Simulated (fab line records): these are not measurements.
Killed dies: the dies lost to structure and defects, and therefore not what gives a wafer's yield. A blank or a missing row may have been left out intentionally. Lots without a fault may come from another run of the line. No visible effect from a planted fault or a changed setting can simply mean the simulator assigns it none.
Which of the tools did it? / flow nand_harc / 36 wafers from 12 lots sampled at 3 of the route's 1159 steps

WHAT THE GAUGES SHOWED, per wafer
NHARC_A_M0_INSPECT_27.
lot=L075; measured=day 17 20:01; on=defect_inspect-01; raw_defect_count=542 539 668
lot=L076; measured=day 18 02:02; on=defect_inspect-02; raw_defect_count=569 509 302
lot=L078; measured=day 19 02:50; on=defect_inspect-02; raw_defect_count=583 313 384
lot=L081; measured=day 19 20:46; on=defect_inspect-01; raw_defect_count=475 511 416
lot=L083; measured=day 20 06:49; on=defect_inspect-02; raw_defect_count=851 755 808
lot=L086; measured=day 20 20:35; on=defect_inspect-02; raw_defect_count=346 346 346
lot=L088; measured=day 20 21:41; on=defect_inspect-01; raw_defect_count=338 401 569
lot=L089; measured=day 21 01:46; on=defect_inspect-01; raw_defect_count=282 295 403
lot=L090; measured=day 21 15:27; on=defect_inspect-01; raw_defect_count=507 578 566
lot=L093; measured=day 22 01:26; on=defect_inspect-01; raw_defect_count=397 498 438
lot=L096; measured=day 22 21:09; on=defect_inspect-02; raw_defect_count=568 672 540
lot=L095; measured=day 23 10:17; on=defect_inspect-02; raw_defect_count=370 460 389

WHAT TOOL EACH LOT RAN ON (gives the tool, then ch and the chambers of the sampled wafers, and finally the start)
lot=L075; NHARC_A_CONTACT_ETCH_136=har_cap_etch-03 ch 0,1, day 17 00:33; NHARC_A_CONTACT_ETCH_98=rie_diel-11 ch 0,1,2, day 17 20:01 or earlier
lot=L076; NHARC_A_CONTACT_ETCH_136=har_cap_etch-01 ch 0,1, day 17 14:12; NHARC_A_CONTACT_ETCH_98=rie_diel-10 ch 2,3, day 18 02:02 or earlier
lot=L078; NHARC_A_CONTACT_ETCH_136=har_cap_etch-02 ch 1, day 18 09:11; NHARC_A_CONTACT_ETCH_98=rie_diel-03 ch 0,2, day 19 02:50 or earlier
lot=L081; NHARC_A_CONTACT_ETCH_136=har_cap_etch-02 ch 0,1, day 19 02:38; NHARC_A_CONTACT_ETCH_98=rie_diel-03 ch 0,1,2, day 19 20:46 or earlier
lot=L083; NHARC_A_CONTACT_ETCH_136=har_cap_etch-01 ch 0,1, day 19 18:03; NHARC_A_CONTACT_ETCH_98=rie_diel-03 ch 0,1,3, day 20 06:49 or earlier
lot=L086; NHARC_A_CONTACT_ETCH_136=har_cap_etch-03 ch 0,1, day 20 02:31; NHARC_A_CONTACT_ETCH_98=rie_diel-10 ch 0,1,2, day 20 20:35 or earlier
lot=L088; NHARC_A_CONTACT_ETCH_136=har_cap_etch-02 ch 0,1, day 20 06:40; NHARC_A_CONTACT_ETCH_98=rie_diel-03 ch 0,1,2, day 20 21:41 or earlier
lot=L089; NHARC_A_CONTACT_ETCH_136=har_cap_etch-03 ch 0,1, day 20 15:07; NHARC_A_CONTACT_ETCH_98=rie_diel-11 ch 0,2, day 21 01:46 or earlier
lot=L090; NHARC_A_CONTACT_ETCH_136=har_cap_etch-01 ch 0,1, day 20 19:42; NHARC_A_CONTACT_ETCH_98=rie_diel-11 ch 0,2,3, day 21 15:27 or earlier
lot=L093; NHARC_A_CONTACT_ETCH_136=har_cap_etch-01 ch 0,1, day 21 11:05; NHARC_A_CONTACT_ETCH_98=rie_diel-11 ch 0,1,2, day 22 01:26 or earlier
lot=L096; NHARC_A_CONTACT_ETCH_136=har_cap_etch-03 ch 0,1, day 22 03:18; NHARC_A_CONTACT_ETCH_98=rie_diel-11 ch 1,2,3, day 22 21:09 or earlier
lot=L095; NHARC_A_CONTACT_ETCH_136=har_cap_etch-02 ch 0,1, day 22 10:34; NHARC_A_CONTACT_ETCH_98=rie_diel-10 ch 1,2, day 23 10:17 or earlier
- NHARC_A_CONTACT_ETCH_136: etches the open film in C4F8/O2/Ar, time 132 s, target depth 1287 nm.
- NHARC_A_CONTACT_ETCH_98: etches the open film in C4F6/O2, target depth 20 nm, time 10 s.

THE ANSWER, worked out from the rows above alone
Rule: usual is defined by the lots themselves. The widest of any qualifying gaps counts: lots, ordered by their means at a reading, are off when they make up no more than a third of the lots, leave a main group of 4 or more, and stand apart from it by 3 or more times the standard deviation of that group's means. Not used: any main group whose means are identical at the precision the tables above print for the reading. Also off: a lot with no number at a reading for which 4 or more lots have one. The other lots that the step has rows for count as sound.
No lot is off on any of the readings shown, so nothing can be concluded from this.

WHAT THE SIMULATOR HAD INSERTED
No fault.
